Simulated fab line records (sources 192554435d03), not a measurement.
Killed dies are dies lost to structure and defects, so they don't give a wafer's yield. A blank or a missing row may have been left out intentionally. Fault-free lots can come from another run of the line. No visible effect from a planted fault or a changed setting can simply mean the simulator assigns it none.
Matching of chambers / flow n5-finfet / 4 sister chambers for N5_MOL_CONTACT_COAG_CMP_23 on cmp-03
The step polishes, stops on SiO2, t overpolish 1.5 s, target thk 0 nm. 8 wafers are shown with their chamber, then 11 later ones without.

## WAFERS WITH THEIR CHAMBER
wafer=L085.6; chamber=1; motor-current-A (A)=9.0; time-to-endpoint-s (s)=7.3
wafer=L086.3; chamber=1; motor-current-A (A)=8.5; time-to-endpoint-s (s)=3.3
wafer=L086.4; chamber=2; motor-current-A (A)=8.8; time-to-endpoint-s (s)=8.4
wafer=L087.6; chamber=2; motor-current-A (A)=8.6; time-to-endpoint-s (s)=11.2
wafer=L089.1; chamber=3; motor-current-A (A)=8.4; time-to-endpoint-s (s)=9.6
wafer=L089.5; chamber=3; motor-current-A (A)=7.9; time-to-endpoint-s (s)=7.6
wafer=L089.6; chamber=0; motor-current-A (A)=7.3; time-to-endpoint-s (s)=10.1
wafer=L091.2; chamber=0; motor-current-A (A)=7.3; time-to-endpoint-s (s)=9.1

## WAFERS MISSING THEIR CHAMBER
wafer=L091.3; motor-current-A (A)=8.7; time-to-endpoint-s (s)=7.7
wafer=L091.4; motor-current-A (A)=8.4; time-to-endpoint-s (s)=10.0
wafer=L092.1; motor-current-A (A)=8.4; time-to-endpoint-s (s)=11.4
wafer=L092.2; motor-current-A (A)=9.2; time-to-endpoint-s (s)=10.5
wafer=L092.5; motor-current-A (A)=8.4; time-to-endpoint-s (s)=10.7
wafer=L094.2; motor-current-A (A)=6.9; time-to-endpoint-s (s)=10.4
wafer=L094.5; motor-current-A (A)=8.9; time-to-endpoint-s (s)=8.4
wafer=L094.6; motor-current-A (A)=6.8; time-to-endpoint-s (s)=10.0
wafer=L096.1; motor-current-A (A)=9.0; time-to-endpoint-s (s)=4.6
wafer=L096.2; motor-current-A (A)=8.1; time-to-endpoint-s (s)=7.3
wafer=L096.3; motor-current-A (A)=8.7; time-to-endpoint-s (s)=9.3

## WHICH CHAMBER EACH ONE RAN IN
wafer=L091.3; from the rows above=can't be placed: 2 or 1 or 3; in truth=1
wafer=L091.4; from the rows above=can't be placed: 2 or 3 or 1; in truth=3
wafer=L092.1; from the rows above=can't be placed: 2 or 3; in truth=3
wafer=L092.2; from the rows above=can't be placed: 2 or 1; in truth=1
wafer=L092.5; from the rows above=can't be placed: 2 or 3 or 1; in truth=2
wafer=L094.2; from the rows above=0; in truth=0
wafer=L094.5; from the rows above=can't be placed: 2 or 1 or 3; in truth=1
wafer=L094.6; from the rows above=0; in truth=0
wafer=L096.1; from the rows above=can't be placed: 1 or 2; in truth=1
wafer=L096.2; from the rows above=can't be placed: 3 or 2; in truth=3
wafer=L096.3; from the rows above=can't be placed: 2 or 1 or 3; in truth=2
Correctly placed: 2 of 11. From these rows, 9 cannot be placed; in 9 the true chamber is one of the candidates. 0 placed wrongly.
How it was worked out, from the rows above alone: a wafer's distance from a chamber is the root of the sum, over the readings, of the square of ((its reading less the chamber's mean) divided by the reading's scatter). If the next closest chamber is less than 2 further off than the closest, the wafer can't be placed; otherwise it belongs to the closest. A chamber's mean is the mean of its shown wafers. The scatter: the root of (the sum of the squares of (reading less its chamber's mean) over the shown wafers, divided by (wafers less chambers)).
